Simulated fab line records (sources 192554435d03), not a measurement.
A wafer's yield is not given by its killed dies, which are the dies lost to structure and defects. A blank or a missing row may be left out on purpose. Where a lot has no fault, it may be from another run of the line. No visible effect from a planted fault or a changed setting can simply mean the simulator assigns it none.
Which tool did it? -- flow n5_finfet -- 72 wafers from 24 lots sampled at 5 of the route's 1938 steps

WHAT THE GAUGES SHOWED, per wafer
N5_BEOL_M3_OVL_MEAS_12. Usual: M3_OVL 0.2 nm, standard deviation 0.67.
lot,measured,on,M3_OVL (nm),flag
L074,day 6 16:16,overlay-01,1.2 1.0 0.4,
L075,day 7 04:47,overlay-01,0.4 0.3 0.8,
L076,day 7 11:49,overlay-01,0.7 1.4 0.4,
L077,day 7 12:44,overlay-02,-0.2 -0.2 1.4,
L078,day 8 04:49,overlay-01,0.9 0.8 1.0,
L079,day 8 07:10,overlay-01,0.2 0.1 0.5,
L080,day 8 09:25,overlay-02,-0.5 0.8 0.4,
L081,day 8 16:19,overlay-01,0.0 -0.5 -1.3,
L082,day 9 04:41,overlay-02,0.3 -0.6 -0.2,
L083,day 9 13:28,overlay-01,-0.2 1.3 0.0,
L084,day 9 16:37,overlay-02,0.2 -0.6 -0.6,
L085,day 9 17:34,overlay-01,-1.3 -0.1 0.5,
L086,day 10 02:23,overlay-01,-0.3 -0.8 0.0,
L087,day 10 02:34,overlay-02,0.6 0.8 0.6,
L088,day 10 10:53,overlay-02,0.1 -0.3 0.8,
L089,day 10 16:09,overlay-01,1.0 1.6 2.0,
L090,day 11 06:28,overlay-02,-0.2 -0.5 -0.5,
L091,day 11 13:37,overlay-02,0.1 -0.1 0.2,
L092,day 11 20:25,overlay-02,0.2 0.0 0.1,
L093,day 11 22:07,overlay-02,-0.3 0.4 0.4,
L094,day 12 02:26,overlay-01,0.4 0.7 0.4,
L095,day 12 04:45,overlay-02,-0.9 -0.5 -1.0,
L097,day 12 14:24,overlay-02,-0.2 0.2 0.0,
L096,day 12 23:16,overlay-01,0.5 0.3 0.5,

N5_BEOL_M3_OVL_MEAS_29. Usual: V2_OVL -0.1 nm, standard deviation 0.62.
lot,measured,on,V2_OVL (nm),flag
L074,day 6 17:16,overlay-02,0.2 1.0 0.7,
L075,day 7 06:12,overlay-01,0.5 0.0 0.3,
L076,day 7 12:48,overlay-01,0.3 0.4 0.3,
L077,day 7 13:46,overlay-01,-0.1 -0.3 0.1,
L078,day 8 05:41,overlay-01,-0.9 -0.7 -0.6,
L079,day 8 08:44,overlay-02,0.0 -0.3 -0.1,
L080,day 8 10:31,overlay-01,-0.4 -0.9 0.6,
L081,day 8 17:11,overlay-01,-0.2 0.1 1.0,
L082,day 9 05:44,overlay-02,-0.9 -1.0 -0.4,
L083,day 9 14:28,overlay-01,-0.3 0.4 -0.5,
L084,day 9 17:30,overlay-02,-0.7 -1.4 0.3,
L085,day 9 18:34,overlay-02,0.4 -0.1 -0.1,
L086,day 10 03:55,overlay-01,-0.5 -1.0 -0.6,
L087,day 10 04:05,overlay-02,-0.8 0.7 0.4,
L088,day 10 13:10,overlay-02,0.2 0.5 0.6,
L089,day 10 17:14,overlay-02,-0.6 -1.8 -0.7,
L090,day 11 07:20,overlay-02,0.1 0.4 0.7,
L091,day 11 14:44,overlay-01,0.1 -0.4 -0.9,
L092,day 11 21:42,overlay-02,-0.8 -0.2 0.0,
L093,day 11 23:02,overlay-02,0.5 -0.7 0.5,
L094,day 12 03:18,overlay-02,0.5 -0.1 0.2,
L095,day 12 05:38,overlay-01,1.0 1.2 -0.1,
L097,day 12 15:56,overlay-01,-0.6 -1.2 -0.7,
L096,day 13 00:22,overlay-01,-0.7 0.8 -0.2,

N5_BEOL_M3_CD_MEAS_35: target cd 18 nm, target cd y 21 nm. Usual: cd_nm at 18.04 nm, with a standard deviation of 0.28.
lot,measured,on,cd_nm (nm),flag
L074,day 6 21:32,cd_sem-02,17.75 18.08 18.18,
L075,day 7 07:29,cd_sem-02,18.22 18.23 18.42,
L076,day 7 20:26,cd_sem-03,17.85 18.22 17.71,
L077,day 7 19:58,cd_sem-02,18.31 18.00 17.91,
L078,day 8 10:29,cd_sem-01,17.76 17.83 17.92,
L079,day 8 14:05,cd_sem-01,17.96 18.25 17.99,
L080,day 8 14:17,cd_sem-01,18.18 17.79 18.00,
L081,day 9 00:03,cd_sem-03,18.40 18.11 17.82,
L082,day 9 07:30,cd_sem-02,18.19 17.77 18.16,
L083,day 9 22:59,cd_sem-03,17.87 18.42 18.01,
L084,day 9 23:04,cd_sem-03,18.44 18.79 18.03,
L085,day 10 02:08,cd_sem-02,18.29 18.52 18.04,
L086,day 10 05:31,cd_sem-03,17.95 17.97 18.45,
L087,day 10 05:50,cd_sem-03,17.40 17.82 17.89,
L088,day 10 15:35,cd_sem-03,18.74 17.88 17.95,
L089,day 11 05:47,cd_sem-02,17.50 18.22 18.18,
L090,day 11 08:52,cd_sem-02,18.20 17.92 18.37,
L091,day 11 17:05,cd_sem-03,17.81 17.39 17.74,
L092,day 11 23:41,cd_sem-02,18.03 18.15 17.94,
L093,day 12 08:45,cd_sem-02,17.90 18.26 18.05,
L094,day 12 08:52,cd_sem-01,18.33 17.85 17.98,
L095,day 12 12:00,cd_sem-01,17.87 17.82 17.70,
L097,day 12 22:26,cd_sem-03,17.83 17.80 17.74,
L096,day 13 06:40,cd_sem-02,17.97 18.06 18.40,

WHICH TOOL RAN EACH LOT (tool, then ch and the chambers of the sampled wafers, then the start)
lot,N5_BEOL_M3_HM_DEP_02,N5_BEOL_M3_STRIP_36
L074,"pvd_sputter-02, day 6 15:41","rie_diel-02 ch 0,2,3, day 6 21:12"
L075,"pvd_sputter-01, day 7 04:22","rie_diel-02 ch 0,3, day 7 07:05"
L076,"pvd_sputter-03, day 7 11:23","rie_diel-01 ch 0,1,3, day 7 20:05"
L077,"pvd_sputter-03, day 7 12:19","rie_diel-01 ch 0,2,3, day 7 19:37"
L078,"pvd_sputter-02, day 8 04:16","rie_diel-02 ch 0,1,3, day 8 10:08"
L079,"pvd_sputter-01, day 8 06:37","rie_diel-01 ch 2,3, day 8 13:44"
L080,"pvd_sputter-02, day 8 08:59","rie_diel-02 ch 0,1,3, day 8 13:56"
L081,"pvd_sputter-01, day 8 15:53","rie_diel-06 ch 0,2,3, day 8 23:42"
L082,"pvd_sputter-02, day 9 04:08","rie_diel-02 ch 0,1,2, day 9 07:08"
L083,"pvd_sputter-01, day 9 13:02","rie_diel-02 ch 0,2,3, day 9 22:38"
L084,"pvd_sputter-01, day 9 16:11","rie_diel-06 ch 0,2,3, day 9 22:44"
L085,"pvd_sputter-03, day 9 17:09","rie_diel-06 ch 0,2, day 10 01:47"
L086,"pvd_sputter-02, day 10 01:58","rie_diel-01 ch 0,2,3, day 10 05:10"
L087,"pvd_sputter-01, day 10 02:02","rie_diel-06 ch 0,2,3, day 10 05:23"
L088,"pvd_sputter-02, day 10 10:20","rie_diel-06 ch 0,2,3, day 10 15:08"
L089,"pvd_sputter-03, day 10 15:44","rie_diel-02 ch 1,2,3, day 11 05:26"
L090,"pvd_sputter-01, day 11 06:02","rie_diel-01 ch 0,2,3, day 11 08:31"
L091,"pvd_sputter-02, day 11 13:11","rie_diel-02 ch 1,2,3, day 11 16:44"
L092,"pvd_sputter-01, day 11 19:52","rie_diel-01 ch 0,1,3, day 11 23:20"
L093,"pvd_sputter-03, day 11 21:26","rie_diel-06 ch 0,1,3, day 12 08:24"
L094,"pvd_sputter-02, day 12 02:01","rie_diel-01 ch 0,2,3, day 12 08:32"
L095,"pvd_sputter-02, day 12 04:13","rie_diel-02 ch 0,1,3, day 12 11:39"
L097,"pvd_sputter-03, day 12 13:51","rie_diel-02 ch 1,2,3, day 12 22:05"
L096,"pvd_sputter-02, day 12 22:43","rie_diel-01 ch 1,3, day 13 06:19"
- N5_BEOL_M3_HM_DEP_02: deposits TiN, target thk 20 nm.
- N5_BEOL_M3_STRIP_36: strips in N2/H2.

WHAT THE TOOLS THEMSELVES READ (means of the sampled wafers that have a number; where no wafer has one, the mark that the record gives instead)
N5_BEOL_M3_HM_DEP_02. Usual: throttle_valve_pct at 30.0 %, with a standard deviation of 0.96.
lot,tool,throttle_valve_pct (%),flag
L074,pvd_sputter-02,28.9,
L075,pvd_sputter-01,31.4,
L076,pvd_sputter-03,30.4,
L077,pvd_sputter-03,30.2,
L078,pvd_sputter-02,28.9,
L079,pvd_sputter-01,30.6,
L080,pvd_sputter-02,29.5,
L081,pvd_sputter-01,30.9,
L082,pvd_sputter-02,29.0,
L083,pvd_sputter-01,30.4,
L084,pvd_sputter-01,30.6,
L085,pvd_sputter-03,30.3,
L086,pvd_sputter-02,29.4,
L087,pvd_sputter-01,30.6,
L088,pvd_sputter-02,29.1,
L089,pvd_sputter-03,30.2,
L090,pvd_sputter-01,31.1,
L091,pvd_sputter-02,29.3,
L092,pvd_sputter-01,30.9,
L093,pvd_sputter-03,30.4,
L094,pvd_sputter-02,29.2,
L095,pvd_sputter-02,29.2,
L097,pvd_sputter-03,30.3,
L096,pvd_sputter-02,29.5,

N5_BEOL_M3_STRIP_36. Usual: for drypump_motor_current_A, 5.7 A with a standard deviation of 0.46; for h2_flow_sccm, 200.0 sccm with a standard deviation of 0.59; for oes_product_au, 0.81 a.u. with a standard deviation of 0.096; for power_w, 450.0 W with a standard deviation of 1.3; for rf_vpp_V, 59.0 V with a standard deviation of 1.5; for showerhead_plenum_p_Torr, 2.51 Torr with a standard deviation of 0.067; for throttle_valve_pct, 23.53 % with a standard deviation of 0.23.
lot,tool,drypump_motor_current_A (A),h2_flow_sccm (sccm),oes_product_au (a.u.),power_w (W),rf_vpp_V (V),showerhead_plenum_p_Torr (Torr),throttle_valve_pct (%),flag
L074,rie_diel-02,5.8,200.0,0.81,451.1,58.1,2.54,23.63,
L075,rie_diel-02,5.7,200.3,0.71,449.7,59.2,2.59,23.71,
L076,rie_diel-01,5.4,200.0,0.79,449.3,57.7,2.52,23.57,
L077,rie_diel-01,5.1,199.4,0.80,449.3,58.4,2.53,23.68,
L078,rie_diel-02,5.9,200.8,0.79,450.1,58.4,2.54,23.57,
L079,rie_diel-01,4.9,200.7,0.82,450.9,57.9,2.47,23.47,
L080,rie_diel-02,5.8,199.4,0.80,449.2,59.2,2.54,23.55,
L081,rie_diel-06,5.8,199.3,0.82,450.0,58.1,2.49,23.32,
L082,rie_diel-02,6.0,200.1,0.87,449.9,59.0,2.49,23.50,
L083,rie_diel-02,5.8,199.7,0.78,450.8,58.5,2.53,23.65,
L084,rie_diel-06,5.8,200.5,0.81,449.7,59.8,2.49,23.36,
L085,rie_diel-06,5.8,200.1,0.85,448.5,59.4,2.49,23.24,
L086,rie_diel-01,5.1,200.1,0.79,450.3,59.8,2.52,23.66,
L087,rie_diel-06,5.8,199.7,0.81,451.3,58.4,2.48,23.34,
L088,rie_diel-06,5.8,200.2,0.81,449.4,58.3,2.48,23.34,
L089,rie_diel-02,5.9,199.4,0.85,450.1,59.1,2.53,23.55,
L090,rie_diel-01,5.1,199.3,0.77,449.8,59.5,2.52,23.69,
L091,rie_diel-02,5.9,200.1,0.84,449.9,58.6,2.53,23.57,
L092,rie_diel-01,5.4,199.5,0.75,449.1,58.5,2.51,23.61,
L093,rie_diel-06,6.1,200.3,0.85,451.3,57.6,2.53,23.48,
L094,rie_diel-01,5.1,200.3,0.77,449.5,60.1,2.51,23.71,
L095,rie_diel-02,5.9,200.2,0.76,449.8,58.9,2.53,23.59,
L097,rie_diel-02,5.9,200.2,0.82,448.8,60.2,2.52,23.58,
L096,rie_diel-01,5.1,200.1,0.76,450.7,58.8,2.44,23.42,

THE ANSWER, worked out from the rows above alone
Rule: take the mean of a lot's wafers that have a number; if it is more than 3 standard deviations from the usual mean, the lot is off. Also off: a lot with no number at a reading for which 4 or more lots have one. Where the step has rows for the other lots, those lots are counted as sound. First the gauges in route order, then the tools' own readings, where a lot's mean is used as printed above. The first step at which some lot is off is used, and at that step the reading that is off furthest; a lot without a number counts as furthest.
Nothing can be told from this: no lot is off at any reading shown.

WHAT THE SIMULATOR HAD INSERTED
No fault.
